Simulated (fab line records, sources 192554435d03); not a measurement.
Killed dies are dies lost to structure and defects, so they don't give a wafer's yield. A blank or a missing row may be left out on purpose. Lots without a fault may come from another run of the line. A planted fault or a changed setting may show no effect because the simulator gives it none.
Which tool did it? | flow n5_finfet | 23 lots, 69 wafers sampled, at 6 steps of a route of 1938

WHAT THE GAUGES READ, wafer by wafer
The record holds no reading of a measuring or inspecting step that can be judged against a usual standard deviation.

WHICH TOOL RAN EACH LOT (tool, then ch and the chambers of the sampled wafers, then the start)
lot  | N5_SDB_ETCH_18                    | N5_SDB_CUT_ETCH_26              | N5_HKMG_FIN_STRIP_57              | N5_HKMG_FIN_ALD_79                 | N5_HKMG_FIN_STRIP_88                | N5_GATE_CUT_SAC_CAP_01
L074 | rie_diel-03 ch 0,1,3, day 3 22:49 | rie_si-05 ch 1,2,3, day 3 23:23 | rie_diel-01 ch 0,2, day 4 05:13   | ald_metal-02 ch 0,1,3, day 4 06:22 | plasma_asher-02 ch 0,1, day 4 10:25 | ald_sin-02 ch 1,2,3, day 4 14:19
L075 | rie_diel-02 ch 0,2,3, day 4 04:10 | rie_si-05 ch 0,1,3, day 4 04:55 | rie_diel-01 ch 0,2,3, day 4 10:31 | ald_metal-01 ch 0,2,3, day 4 11:43 | plasma_asher-02 ch 0,1, day 4 16:08 | ald_sin-02 ch 0,2,3, day 4 19:48
L076 | rie_diel-01 ch 0,2, day 4 06:40   | rie_si-06 ch 0,1,3, day 4 07:53 | rie_diel-02 ch 1,2,3, day 4 13:04 | ald_metal-04 ch 0,1,2, day 4 14:09 | plasma_asher-01 ch 0,1, day 4 17:43 | ald_sin-04 ch 0,1,2, day 4 22:08
L077 | rie_diel-02 ch 1,2,3, day 4 12:08 | rie_si-06 ch 0,1,2, day 4 12:41 | rie_diel-01 ch 0,1,2, day 4 17:53 | ald_metal-01 ch 0,1,2, day 4 18:58 | plasma_asher-02 ch 0,1, day 4 22:47 | ald_sin-03 ch 0,2,3, day 5 03:26
L078 | rie_diel-02 ch 0,1,2, day 4 18:29 | rie_si-05 ch 0,2,3, day 4 19:08 | rie_diel-03 ch 0,2, day 5 00:23   | ald_metal-02 ch 1,2, day 5 01:28   | plasma_asher-01 ch 0,1, day 5 05:19 | ald_sin-03 ch 0,1,2, day 5 08:53
L079 | rie_diel-02 ch 0,1,3, day 5 00:40 | rie_si-03 ch 2,3, day 5 01:13   | rie_diel-03 ch 1,2, day 5 06:16   | ald_metal-01 ch 0,1, day 5 07:21   | plasma_asher-01 ch 0,1, day 5 10:50 | ald_sin-04 ch 1,3, day 5 14:29
L080 | rie_diel-01 ch 0,1,2, day 5 05:46 | rie_si-05 ch 0,1,2, day 5 06:27 | rie_diel-02 ch 2,3, day 5 11:42   | ald_metal-01 ch 2,3, day 5 12:47   | plasma_asher-02 ch 0,1, day 5 16:32 | ald_sin-02 ch 1,2,3, day 5 20:03
L082 | rie_diel-01 ch 0,1,2, day 5 17:32 | rie_si-06 ch 0,1,2, day 5 18:04 | rie_diel-03 ch 1,2, day 5 23:35   | ald_metal-01 ch 0,1,3, day 6 00:41 | plasma_asher-02 ch 0,1, day 6 04:24 | ald_sin-04 ch 0,3, day 6 07:44
L083 | rie_diel-03 ch 0,1,3, day 6 00:10 | rie_si-03 ch 1,2,3, day 6 00:43 | rie_diel-02 ch 0,1,3, day 6 05:59 | ald_metal-02 ch 0,2,3, day 6 07:04 | plasma_asher-02 ch 0,1, day 6 10:49 | ald_sin-04 ch 1,2,3, day 6 14:08
L084 | rie_diel-02 ch 0,1, day 6 11:25   | rie_si-06 ch 1,2, day 6 11:58   | rie_diel-01 ch 0,3, day 6 16:59   | ald_metal-04 ch 1,2, day 6 18:04   | plasma_asher-01 ch 0,1, day 6 22:20 | ald_sin-03 ch 0,1, day 7 01:49
L085 | rie_diel-03 ch 0,1,2, day 6 13:47 | rie_si-06 ch 0,1,2, day 6 14:20 | rie_diel-01 ch 0,1, day 6 20:25   | ald_metal-04 ch 0,1,2, day 6 21:30 | plasma_asher-02 ch 0,1, day 7 01:26 | ald_sin-04 ch 1,3, day 7 04:52
L086 | rie_diel-01 ch 0,1, day 6 17:39   | rie_si-05 ch 0,1,2, day 6 18:18 | rie_diel-01 ch 0,1,2, day 6 23:35 | ald_metal-02 ch 2,3, day 7 00:40   | plasma_asher-02 ch 0,1, day 7 05:28 | ald_sin-02 ch 0,1,2, day 7 09:51
L087 | rie_diel-03 ch 0,2, day 6 23:11   | rie_si-03 ch 0,1, day 7 00:05   | rie_diel-03 ch 1,2, day 7 05:27   | ald_metal-04 ch 0,2,3, day 7 06:32 | plasma_asher-02 ch 0,1, day 7 10:02 | ald_sin-04 ch 0,1,2, day 7 13:45
L088 | rie_diel-02 ch 0,2,3, day 7 07:17 | rie_si-05 ch 1,2,3, day 7 07:50 | rie_diel-02 ch 0,2,3, day 7 12:58 | ald_metal-01 ch 0,2,3, day 7 14:03 | plasma_asher-01 ch 0,1, day 7 17:53 | ald_sin-03 ch 0,1,3, day 7 21:37
L089 | rie_diel-02 ch 0,1,3, day 7 13:53 | rie_si-03 ch 0,1,2, day 7 14:25 | rie_diel-02 ch 0,1,2, day 7 19:49 | ald_metal-01 ch 0,1,3, day 7 20:54 | plasma_asher-01 ch 0,1, day 8 01:14 | ald_sin-04 ch 0,1,2, day 8 04:52
L090 | rie_diel-03 ch 1,2,3, day 7 17:13 | rie_si-05 ch 0,1, day 7 17:58   | rie_diel-02 ch 0,2,3, day 7 23:17 | ald_metal-02 ch 1,2, day 8 00:23   | plasma_asher-01 ch 0,1, day 8 04:10 | ald_sin-03 ch 0,1,2, day 8 07:35
L091 | rie_diel-02 ch 2,3, day 8 02:45   | rie_si-03 ch 0,1,2, day 8 03:17 | rie_diel-03 ch 1,2,3, day 8 08:35 | ald_metal-02 ch 2,3, day 8 09:41   | plasma_asher-01 ch 1, day 8 13:14   | ald_sin-03 ch 0,2,3, day 8 16:53
L092 | rie_diel-01 ch 0,2,3, day 8 10:22 | rie_si-06 ch 1,2,3, day 8 10:50 | rie_diel-01 ch 1,2, day 8 16:16   | ald_metal-01 ch 0,3, day 8 17:21   | plasma_asher-02 ch 0,1, day 8 21:20 | ald_sin-02 ch 0,1,3, day 9 00:56
L093 | rie_diel-02 ch 0,2,3, day 8 12:56 | rie_si-05 ch 0,1,2, day 8 13:28 | rie_diel-03 ch 1,2, day 8 19:03   | ald_metal-04 ch 0,1,3, day 8 20:08 | plasma_asher-02 ch 0,1, day 8 23:58 | ald_sin-03 ch 2,3, day 9 03:25
L094 | rie_diel-02 ch 1,2, day 8 23:00   | rie_si-06 ch 1,2,3, day 8 23:40 | rie_diel-01 ch 0,1,3, day 9 05:01 | ald_metal-01 ch 0,1,3, day 9 06:05 | plasma_asher-01 ch 0,1, day 9 09:41 | ald_sin-02 ch 1,2, day 9 13:11
L095 | rie_diel-03 ch 1,3, day 9 01:03   | rie_si-05 ch 2,3, day 9 01:36   | rie_diel-02 ch 1,3, day 9 06:49   | ald_metal-01 ch 2,3, day 9 07:54   | plasma_asher-01 ch 1, day 9 11:34   | ald_sin-04 ch 2,3, day 9 15:07
L096 | rie_diel-03 ch 2,3, day 9 07:20   | rie_si-06 ch 2,3, day 9 07:52   | rie_diel-01 ch 2,3, day 9 13:20   | ald_metal-02 ch 0,1, day 9 14:25   | plasma_asher-02 ch 0,1, day 9 18:19 | ald_sin-03 ch 0,1, day 9 21:55
L097 | rie_diel-02 ch 2,3, day 9 09:38   | rie_si-06 ch 0,2, day 9 10:35   | rie_diel-01 ch 0,2, day 9 15:44   | ald_metal-04 ch 0,1, day 9 16:49   | plasma_asher-02 ch 1, day 9 20:30   | ald_sin-04 ch 0,1,3, day 9 23:59
- N5_SDB_ETCH_18: etches SOC in N2/H2, target depth 100 nm, overetch 20 nm, time 150 s.
- N5_SDB_CUT_ETCH_26: etches Si in HBr/Cl2/O2, target depth 129.6 nm, bt time 20 s, time 51.8 s.
- N5_HKMG_FIN_STRIP_57: strips in CF4.
- N5_HKMG_FIN_ALD_79: deposits TiN, target thk 1.5 nm, pulse time 1 s, purge time 3 s.
- N5_HKMG_FIN_STRIP_88: strips in N2/H2, time 360 s.
- N5_GATE_CUT_SAC_CAP_01: material SiNx, target thk 24 nm, pulse time 1 s, ald cycles 480.

WHAT THE TOOLS THEMSELVES READ (means of the sampled wafers that have a number; where no wafer has one, the mark that the record gives instead)
N5_SDB_ETCH_18.
lot  | tool        | drypump_motor_current_A (A) | oes_product_au (a.u.) | rf_vpp_V (V) | showerhead_plenum_p_Torr (Torr) | throttle_valve_pct (%)
L074 | rie_diel-03 | 6.1                         | 0.64                  | 523.7        | 2.56                            | 17.88
L075 | rie_diel-02 | 5.7                         | 0.71                  | 524.9        | 2.59                            | 17.81
L076 | rie_diel-01 | 5.8                         | 0.68                  | 524.8        | 2.57                            | 17.55
L077 | rie_diel-02 | 5.4                         | 0.67                  | 523.1        | 2.54                            | 17.93
L078 | rie_diel-02 | 5.3                         | 0.66                  | 524.4        | 2.53                            | 17.85
L079 | rie_diel-02 | 5.4                         | 0.71                  | 522.8        | 2.52                            | 17.67
L080 | rie_diel-01 | 5.9                         | 0.72                  | 523.8        | 2.56                            | 17.60
L082 | rie_diel-01 | 5.9                         | 0.72                  | 523.0        | 2.55                            | 17.60
L083 | rie_diel-03 | 6.1                         | 0.64                  | 524.0        | 2.56                            | 17.88
L084 | rie_diel-02 | 5.3                         | 0.69                  | 522.7        | 2.52                            | 17.59
L085 | rie_diel-03 | 6.2                         | 0.64                  | 523.3        | 2.52                            | 17.73
L086 | rie_diel-01 | 6.0                         | 0.75                  | 523.0        | 2.53                            | 17.64
L087 | rie_diel-03 | 6.3                         | 0.63                  | 522.1        | 2.47                            | 17.71
L088 | rie_diel-02 | 5.7                         | 0.77                  | 525.3        | 2.58                            | 17.71
L089 | rie_diel-02 | 5.4                         | 0.68                  | 522.7        | 2.51                            | 17.71
L090 | rie_diel-03 | 6.2                         | 0.64                  | 523.7        | 2.53                            | 17.92
L091 | rie_diel-02 | 5.7                         | 0.80                  | 525.2        | 2.59                            | 17.86
L092 | rie_diel-01 | 6.0                         | 0.77                  | 525.3        | 2.61                            | 17.45
L093 | rie_diel-02 | 5.7                         | 0.75                  | 524.0        | 2.57                            | 17.72
L094 | rie_diel-02 | 5.3                         | 0.76                  | 524.0        | 2.54                            | 17.89
L095 | rie_diel-03 | 6.1                         | 0.63                  | 523.7        | 2.55                            | 18.10
L096 | rie_diel-03 | 6.3                         | 0.63                  | 521.9        | 2.48                            | 18.10
L097 | rie_diel-02 | 5.7                         | 0.79                  | 524.6        | 2.58                            | 17.87

N5_SDB_CUT_ETCH_26.
lot  | tool      | O2_flow_sccm (sccm) | drypump_motor_current_A (A) | oes_o_777_au (a.u.) | oes_product_au (a.u.) | throttle_valve_pct (%)
L074 | rie_si-05 | 12.03               | 5.7                         | 0.977               | 0.987                 | 37.23
L075 | rie_si-05 | 12.00               | 5.5                         | 0.988               | 0.997                 | 37.19
L076 | rie_si-06 | 12.03               | 5.5                         | 1.006               | 1.001                 | 37.28
L077 | rie_si-06 | 12.04               | 5.7                         | 1.027               | 0.999                 | 37.12
L078 | rie_si-05 | 12.02               | 5.3                         | 0.986               | 0.981                 | 37.16
L079 | rie_si-03 | 12.02               | 5.8                         | 0.978               | 0.987                 | 37.03
L080 | rie_si-05 | 11.97               | 5.4                         | 0.988               | 0.986                 | 37.17
L082 | rie_si-06 | 12.01               | 5.7                         | 1.034               | 0.997                 | 37.13
L083 | rie_si-03 | 12.00               | 5.6                         | 0.991               | 0.991                 | 37.10
L084 | rie_si-06 | 11.99               | 5.2                         | 1.038               | 1.000                 | 37.16
L085 | rie_si-06 | 12.00               | 5.7                         | 1.031               | 1.000                 | 37.13
L086 | rie_si-05 | 11.99               | 5.4                         | 0.987               | 0.993                 | 37.17
L087 | rie_si-03 | 12.00               | 5.9                         | 1.010               | 0.999                 | 37.23
L088 | rie_si-05 | 12.00               | 5.7                         | 0.975               | 0.989                 | 37.23
L089 | rie_si-03 | 11.99               | 5.8                         | 1.001               | 0.997                 | 37.12
L090 | rie_si-05 | 11.98               | 5.2                         | 0.989               | 1.001                 | 37.13
L091 | rie_si-03 | 12.00               | 5.8                         | 1.004               | 1.002                 | 37.12
L092 | rie_si-06 | 12.03               | 5.5                         | 1.022               | 1.001                 | 37.36
L093 | rie_si-05 | 12.03               | 5.4                         | 0.980               | 0.991                 | 37.16
L094 | rie_si-06 | 12.03               | 5.5                         | 1.025               | 1.003                 | 37.36
L095 | rie_si-05 | 12.00               | 5.5                         | 0.977               | 0.971                 | 37.20
L096 | rie_si-06 | 12.00               | 5.8                         | 1.010               | 1.005                 | 37.58
L097 | rie_si-06 | 12.02               | 6.1                         | 1.043               | 0.995                 | 37.19

N5_HKMG_FIN_STRIP_57.
lot  | tool        | drypump_motor_current_A (A) | oes_product_au (a.u.) | rf_vpp_V (V) | showerhead_plenum_p_Torr (Torr) | throttle_valve_pct (%)
L074 | rie_diel-01 | 6.0                         | 0.73                  | 271.5        | 1.82                            | 13.39
L075 | rie_diel-01 | 6.0                         | 0.80                  | 272.2        | 1.84                            | 13.28
L076 | rie_diel-02 | 5.5                         | 0.74                  | 270.6        | 1.79                            | 13.72
L077 | rie_diel-01 | 5.9                         | 0.82                  | 271.3        | 1.80                            | 13.32
L078 | rie_diel-03 | 6.3                         | 0.71                  | 269.5        | 1.75                            | 13.53
L079 | rie_diel-03 | 6.0                         | 0.73                  | 271.6        | 1.81                            | 13.52
L080 | rie_diel-02 | 5.8                         | 0.77                  | 271.5        | 1.82                            | 13.71
L082 | rie_diel-03 | 6.0                         | 0.73                  | 271.7        | 1.80                            | 13.53
L083 | rie_diel-02 | 5.4                         | 0.77                  | 270.7        | 1.77                            | 13.39
L084 | rie_diel-01 | 6.2                         | 0.75                  | 272.4        | 1.85                            | 13.40
L085 | rie_diel-01 | 6.0                         | 0.83                  | 271.4        | 1.78                            | 13.34
L086 | rie_diel-01 | 5.9                         | 0.78                  | 270.6        | 1.79                            | 13.36
L087 | rie_diel-03 | 6.0                         | 0.72                  | 271.2        | 1.80                            | 13.55
L088 | rie_diel-02 | 5.6                         | 0.84                  | 272.2        | 1.82                            | 13.44
L089 | rie_diel-02 | 5.3                         | 0.81                  | 271.5        | 1.78                            | 13.47
L090 | rie_diel-02 | 5.7                         | 0.84                  | 272.2        | 1.82                            | 13.45
L091 | rie_diel-03 | 6.2                         | 0.70                  | 270.6        | 1.78                            | 13.70
L092 | rie_diel-01 | 5.8                         | 0.83                  | 271.2        | 1.76                            | 13.32
L093 | rie_diel-03 | 6.0                         | 0.71                  | 271.5        | 1.80                            | 13.59
L094 | rie_diel-01 | 6.1                         | 0.87                  | 271.8        | 1.82                            | 13.17
L095 | rie_diel-02 | 5.2                         | 0.71                  | 270.1        | 1.74                            | 13.59
L096 | rie_diel-01 | 6.0                         | 0.79                  | 273.3        | 1.85                            | 13.28
L097 | rie_diel-01 | 6.0                         | 0.85                  | 271.3        | 1.81                            | 13.12

N5_HKMG_FIN_ALD_79.
lot  | tool         | heater_power_w (W) | precursor_pulse_height_rel
L074 | ald_metal-02 | 869                | 0.998
L075 | ald_metal-01 | 867                | 1.001
L076 | ald_metal-04 | 937                | 1.005
L077 | ald_metal-01 | 1004               | 1.007
L078 | ald_metal-02 | 825                | 1.001
L079 | ald_metal-01 | 1061               | 0.985
L080 | ald_metal-01 | 861                | 1.003
L082 | ald_metal-01 | 933                | 0.998
L083 | ald_metal-02 | 832                | 0.987
L084 | ald_metal-04 | 946                | 1.003
L085 | ald_metal-04 | 941                | 1.018
L086 | ald_metal-02 | 785                | 1.017
L087 | ald_metal-04 | 978                | 0.987
L088 | ald_metal-01 | 864                | 1.009
L089 | ald_metal-01 | 925                | 1.006
L090 | ald_metal-02 | 811                | 0.993
L091 | ald_metal-02 | 815                | 0.992
L092 | ald_metal-01 | 791                | 0.988
L093 | ald_metal-04 | 1005               | 1.011
L094 | ald_metal-01 | 922                | 1.019
L095 | ald_metal-01 | 787                | 1.016
L096 | ald_metal-02 | 875                | 0.996
L097 | ald_metal-04 | 964                | 1.006

N5_HKMG_FIN_STRIP_88.
lot  | tool            | drypump_motor_current_A (A) | heater_power_w (W)
L074 | plasma_asher-02 | 5.82                        | 461
L075 | plasma_asher-02 | 5.73                        | 466
L076 | plasma_asher-01 | 6.00                        | 508
L077 | plasma_asher-02 | 5.75                        | 469
L078 | plasma_asher-01 | 5.99                        | 506
L079 | plasma_asher-01 | 5.98                        | 484
L080 | plasma_asher-02 | 5.82                        | 453
L082 | plasma_asher-02 | 5.83                        | 458
L083 | plasma_asher-02 | 5.82                        | 462
L084 | plasma_asher-01 | 5.97                        | 510
L085 | plasma_asher-02 | 5.75                        | 472
L086 | plasma_asher-02 | 5.74                        | 474
L087 | plasma_asher-02 | 5.73                        | 472
L088 | plasma_asher-01 | 5.98                        | 506
L089 | plasma_asher-01 | 5.97                        | 509
L090 | plasma_asher-01 | 5.98                        | 480
L091 | plasma_asher-01 | 5.97                        | 538
L092 | plasma_asher-02 | 5.80                        | 464
L093 | plasma_asher-02 | 5.73                        | 467
L094 | plasma_asher-01 | 5.99                        | 478
L095 | plasma_asher-01 | 5.96                        | 523
L096 | plasma_asher-02 | 5.75                        | 470
L097 | plasma_asher-02 | 5.89                        | 449

N5_GATE_CUT_SAC_CAP_01.
lot  | tool       | heater_power_w (W) | precursor_pulse_height_rel
L074 | ald_sin-02 | 816                | 0.976
L075 | ald_sin-02 | 852                | 1.022
L076 | ald_sin-04 | 870                | 1.006
L077 | ald_sin-03 | 884                | 0.998
L078 | ald_sin-03 | 878                | 1.004
L079 | ald_sin-04 | 715                | 0.997
L080 | ald_sin-02 | 814                | 1.003
L082 | ald_sin-04 | 815                | 1.020
L083 | ald_sin-04 | 780                | 0.979
L084 | ald_sin-03 | 885                | 1.007
L085 | ald_sin-04 | 715                | 0.994
L086 | ald_sin-02 | 872                | 0.991
L087 | ald_sin-04 | 869                | 1.009
L088 | ald_sin-03 | 852                | 1.017
L089 | ald_sin-04 | 861                | 1.012
L090 | ald_sin-03 | 882                | 0.985
L091 | ald_sin-03 | 890                | 1.008
L092 | ald_sin-02 | 846                | 1.012
L093 | ald_sin-03 | 904                | 0.995
L094 | ald_sin-02 | 852                | 1.000
L095 | ald_sin-04 | 731                | 1.024
L096 | ald_sin-03 | 871                | 1.011
L097 | ald_sin-04 | 775                | 1.005

THE ANSWER, worked out from the rows above alone
Rule: what is usual is taken from the lots themselves. Put in order of their means at a reading, lots are off if they are a third of the lots or fewer, leave a main group of 4 or more, and stand apart from it by a gap of 3 or more times the standard deviation of the main group's means; of several such gaps the widest counts. A main group whose means are all the same, to the digits that the tables above print for the reading, isn't used. A lot without any number at a reading at which 4 lots or more have one is off too. The other lots that the step has rows for count as sound. The gauges are gone through in route order, then the tools' own readings, and for those a lot's mean is taken as printed above. The first step at which some lot is off is used, and at that step the reading that is off furthest; a lot without a number counts as furthest.
No lot is off at any reading shown: from this, nothing can be told.

WHAT THE SIMULATOR HAD PUT IN
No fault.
